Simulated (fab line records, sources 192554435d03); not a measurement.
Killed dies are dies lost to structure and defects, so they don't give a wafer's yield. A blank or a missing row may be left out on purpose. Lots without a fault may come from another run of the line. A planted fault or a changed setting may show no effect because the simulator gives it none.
Which tool did it? | flow n5_finfet | 10 lots, 29 wafers sampled, at 6 steps of a route of 1938

WHAT THE GAUGES READ, wafer by wafer
N5_BEOL_M1_THK_MEAS_53: measures by xrf. Usual: M1_THK 39.4 nm, standard deviation 1.6.
lot  | measured     | on            | M1_THK (nm)      | flag
L821 | day 8 23:39  | film_metro-01 | 39.6 41.0 38.1   |
L830 | day 10 07:53 | film_metro-01 | 39.3 36.7 38.5   |
L825 | day 10 10:58 | film_metro-01 | 39.5 38.7 40.8   |
L822 | day 10 12:18 | film_metro-02 | 38.5 40.2 41.3   |
L826 | day 10 15:05 | film_metro-02 | 147.5 41.2 41.1  | OFF
L829 | day 11 01:25 | film_metro-02 | 142.6 157.0 39.8 | OFF
L827 | day 11 04:05 | film_metro-01 | 38.7 143.4 39.4  | OFF
L832 | day 11 18:46 | film_metro-02 | 38.7 41.2 41.1   |
L840 | day 12 06:17 | film_metro-01 | 41.1 40.1        |
L842 | day 12 14:01 | film_metro-02 | 39.1 37.5 40.0   |

N5_BEOL_M1_INSPECT_59: inspects for defects (darkfield). Usual: raw_defect_count 72, standard deviation 23.
lot  | measured     | on                | raw_defect_count | flag
L821 | day 8 23:56  | defect_inspect-01 | 73 83 103        |
L830 | day 10 08:10 | defect_inspect-02 | 49 24 47         |
L825 | day 10 11:15 | defect_inspect-01 | 98 94 61         |
L822 | day 10 12:37 | defect_inspect-01 | 80 51 56         |
L826 | day 10 15:24 | defect_inspect-02 | 1526 70 41       | OFF
L829 | day 11 01:42 | defect_inspect-02 | 1555 1593 66     | OFF
L827 | day 11 04:22 | defect_inspect-01 | 46 1554 82       | OFF
L832 | day 11 19:03 | defect_inspect-02 | 110 67 54        |
L840 | day 12 06:36 | defect_inspect-01 | 89 90            |
L842 | day 12 14:19 | defect_inspect-02 | 93 65 70         |

N5_BEOL_M4_RC_MEAS_101. Usual: DIBL_N 35.8 mV/V, standard deviation 1.6; DIBL_P 35.6 mV/V, standard deviation 2; IOFF_N 0.15 nA/um, standard deviation 0.031; IOFF_P 0.20 nA/um, standard deviation 0.033; ION_N 668 uA/um, standard deviation 12; ION_P 459 uA/um, standard deviation 6.8; SS_N 71.4 mV/dec, standard deviation 0.53; SS_P 73.1 mV/dec, standard deviation 0.63; VT_N 250 mV, standard deviation 3.5; VT_P -251 mV, standard deviation 3.
lot  | measured     | on        | DIBL_N (mV/V)  | DIBL_P (mV/V)  | IOFF_N (nA/um) | IOFF_P (nA/um) | ION_N (uA/um) | ION_P (uA/um) | SS_N (mV/dec)  | SS_P (mV/dec)  | VT_N (mV)   | VT_P (mV)      | flag
L821 | day 13 18:17 | prober-01 | 34.5 35.5 36.9 | 34.8 36.2 37.5 | 0.12 0.15 0.17 | 0.19 0.21 0.24 | 645 676 672   | 443 459 464   | 70.6 71.5 71.9 | 73.0 72.9 73.6 | 255 250 248 | -254 -250 -250 |
L830 | day 14 20:29 | prober-01 | 34.4 33.6 34.4 | 34.3 33.3 34.1 | 0.13 0.11 0.13 | 0.19 0.17 0.18 | 660 649 650   | 462 458 454   | 70.7 70.8 70.7 | 73.0 72.6 72.7 | 252 255 252 | -249 -253 -253 |
L825 | day 15 17:04 | prober-01 | 35.7 34.6 37.6 | 34.5 32.7 36.9 | 0.15 0.13 0.18 | 0.21 0.18 0.25 | 672 667 672   | 464 461 468   | 71.4 71.2 71.8 | 72.7 72.6 73.6 | 247 252 249 | -250 -251 -246 |
L822 | day 16 11:36 | prober-01 | 35.1 35.5 35.7 | 33.8 34.0 34.8 | 0.14 0.16 0.15 | 0.18 0.19 0.19 | 665 670 668   | 460 458 456   | 70.7 71.3 70.7 | 72.5 72.5 72.8 | 251 248 248 | -252 -252 -250 |
L826 | day 16 01:06 | prober-02 | 38.3 38.4      | 34.5 35.5      | 0.16 0.17      | 0.21 0.22      | 658 670       | 450 461       | 72.0 72.3      | 73.9 73.8      | 249 246     | -250 -249      |
L829 | day 16 23:11 | prober-01 | 35.5           | 35.6           | 0.17           | 0.20           | 696           | 467           | 71.9           | 73.4           | 246         | -251           |
L827 | day 17 03:42 | prober-01 | 34.6 33.9      | 34.7 34.0      | 0.12 0.12      | 0.17 0.17      | 643 644       | 449 451       | 70.8 70.4      | 71.9 72.1      | 258 256     | -252 -254      |
L832 | day 17 18:42 | prober-02 | 34.1 33.2 35.9 | 33.8 32.4 35.9 | 0.11 0.11 0.15 | 0.17 0.15 0.20 | 655 643 668   | 455 444 461   | 71.3 71.7 71.4 | 72.1 72.2 72.8 | 253 256 253 | -253 -256 -251 |
L840 | day 20 04:23 | prober-01 | 37.8 35.0      | 36.4 33.0      | 0.16 0.11      | 0.20 0.16      | 659 663       | 456 457       | 72.2 71.0      | 74.3 72.4      | 248 254     | -253 -254      |
L842 | day 20 05:26 | prober-02 | 35.9 35.6 33.5 | 35.3 34.6 32.1 | 0.15 0.13 0.10 | 0.19 0.19 0.15 | 686 659 648   | 472 458 450   | 71.0 71.7 71.4 | 72.7 72.8 72.0 | 247 251 256 | -250 -251 -255 |

WHICH TOOL RAN EACH LOT (tool, then ch and the chambers of the sampled wafers, then the start)
lot  | N5_BEOL_M1_ANNEAL_93         | N5_BEOL_M1_SPUTTER_96        | N5_BEOL_M1_CMP_52
L821 | pvd_sputter-01, day 8 22:25  | pvd_sputter-01, day 8 22:46  | cmp-01 ch 1,2,3, day 8 23:26
L830 | pvd_sputter-03, day 10 06:44 | pvd_sputter-03, day 10 07:05 | cmp-03 ch 0,2,3, day 10 07:37
L825 | pvd_sputter-01, day 10 09:49 | pvd_sputter-01, day 10 10:11 | cmp-03 ch 0,2,3, day 10 10:40
L822 | pvd_sputter-03, day 10 11:09 | pvd_sputter-03, day 10 11:31 | cmp-01 ch 1,2, day 10 12:02
L826 | pvd_sputter-01, day 10 13:56 | pvd_sputter-01, day 10 14:18 | cmp-03 ch 0,3, day 10 14:50
L829 | pvd_sputter-01, day 11 00:15 | pvd_sputter-01, day 11 00:37 | cmp-03 ch 0,1,3, day 11 01:07
L827 | pvd_sputter-03, day 11 02:43 | pvd_sputter-03, day 11 03:05 | cmp-03 ch 1,2,3, day 11 03:47
L832 | pvd_sputter-01, day 11 17:37 | pvd_sputter-01, day 11 17:58 | cmp-01 ch 0,1,3, day 11 18:28
L840 | pvd_sputter-02, day 12 05:08 | pvd_sputter-02, day 12 05:29 | cmp-01 ch 0,2, day 12 06:06
L842 | pvd_sputter-02, day 12 12:52 | pvd_sputter-02, day 12 13:14 | cmp-01 ch 0,1,2, day 12 13:48
- N5_BEOL_M1_ANNEAL_93: time 240 s.
- N5_BEOL_M1_SPUTTER_96: material Cu, target thk 4.5 nm, time 8.29 s.
- N5_BEOL_M1_CMP_52: polishes, stops on SiOC, t overpolish 6.8 s, target thk 40 nm.

WHAT THE TOOLS THEMSELVES READ (means of the sampled wafers that have a number; where no wafer has one, the mark that the record gives instead)
N5_BEOL_M1_ANNEAL_93. Usual: heater_power_w 838 W, standard deviation 75.
lot  | tool           | heater_power_w (W) | flag
L821 | pvd_sputter-01 | 834                |
L830 | pvd_sputter-03 | 808                |
L825 | pvd_sputter-01 | 797                |
L822 | pvd_sputter-03 | 753                |
L826 | pvd_sputter-01 | 843                |
L829 | pvd_sputter-01 | 834                |
L827 | pvd_sputter-03 | 796                |
L832 | pvd_sputter-01 | 795                |
L840 | pvd_sputter-02 | 803                |
L842 | pvd_sputter-02 | 878                |

N5_BEOL_M1_SPUTTER_96. Usual: throttle_valve_pct 29.8 %, standard deviation 1.2.
lot  | tool           | throttle_valve_pct (%) | flag
L821 | pvd_sputter-01 | 29.7                   |
L830 | pvd_sputter-03 | 29.9                   |
L825 | pvd_sputter-01 | 29.0                   |
L822 | pvd_sputter-03 | 29.7                   |
L826 | pvd_sputter-01 | 27.8                   |
L829 | pvd_sputter-01 | 29.0                   |
L827 | pvd_sputter-03 | 30.3                   |
L832 | pvd_sputter-01 | 29.0                   |
L840 | pvd_sputter-02 | 30.1                   |
L842 | pvd_sputter-02 | 30.9                   |

N5_BEOL_M1_CMP_52. Usual: barrier_field_endpoint_s 24.8 s, standard deviation 0.65; clearing_platen_rpm 50.004 rpm, standard deviation 0.027; motor_current_A 5.8 A, standard deviation 0.55; overpolish_run_s 6.800 s, standard deviation 0.0086; time_to_endpoint_s 63 s, standard deviation 3.5.
lot  | tool   | barrier_field_endpoint_s (s) | clearing_platen_rpm (rpm) | motor_current_A (A) | overpolish_run_s (s) | time_to_endpoint_s (s) | flag
L821 | cmp-01 | 24.5                         | 50.000                    | 5.8                 | 6.796                | 64                     |
L830 | cmp-03 | 24.3                         | 49.991                    | 6.0                 | 6.800                | 65                     |
L825 | cmp-03 | 24.2                         | 49.979                    | 5.7                 | 6.800                | 61                     |
L822 | cmp-01 | 24.4                         | 50.017                    | 6.0                 | 6.800                | 62                     |
L826 | cmp-03 | 30.0                         | 49.980                    | 5.9                 | 4.547                | 67                     | OFF
L829 | cmp-03 | 35.9                         | 50.003                    | 5.8                 | 2.290                | 76                     | OFF
L827 | cmp-03 | 30.7                         | 50.022                    | 5.9                 | 4.544                | 69                     | OFF
L832 | cmp-01 | 24.4                         | 49.995                    | 6.1                 | 6.788                | 61                     |
L840 | cmp-01 | 24.7                         | 50.017                    | 5.8                 | 6.808                | 65                     |
L842 | cmp-01 | 25.2                         | 50.020                    | 5.9                 | 6.799                | 66                     |

THE ANSWER, worked out from the rows above alone
Rule: a lot is off if the mean of its wafers that have a number lies more than 3 standard deviations from the usual mean. A lot without any number at a reading at which 4 lots or more have one is off too. The other lots that the step has rows for count as sound. The gauges are gone through in route order, then the tools' own readings, and for those a lot's mean is taken as printed above. The first step at which some lot is off is used, and at that step the reading that is off furthest; a lot without a number counts as furthest.
Off: L826, L829, L827, at N5_BEOL_M1_THK_MEAS_53 (M1_THK).
A tool fits if, at a process step before that reading, it ran every lot that is off, and no sound lot after the first of them. The gauges at N5_BEOL_M1_THK_MEAS_53 aren't tried: what is off there is off at N5_BEOL_M1_INSPECT_59 too, on other tools, and a gauge's error can't cause that. One fits: cmp-03 at N5_BEOL_M1_CMP_52. Its last sound lot is L825 (day 10 10:40), its first lot that is off L826 (day 10 14:50): a fault that began between those two fits.
The tool's own readings at N5_BEOL_M1_CMP_52 bear it out: on the lots that are off they differ by more than 5 times the standard deviation of the sound lots' means. barrier_field_endpoint_s reads 32.2 s there against 24.5 s on the sound lots; overpolish_run_s reads 3.794 s there against 6.799 s on the sound lots.

WHAT THE SIMULATOR HAD PUT IN
Process parameter drift: cmp-03, from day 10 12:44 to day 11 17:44, at N5_BEOL_M1_CMP_52. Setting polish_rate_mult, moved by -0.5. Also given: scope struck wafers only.
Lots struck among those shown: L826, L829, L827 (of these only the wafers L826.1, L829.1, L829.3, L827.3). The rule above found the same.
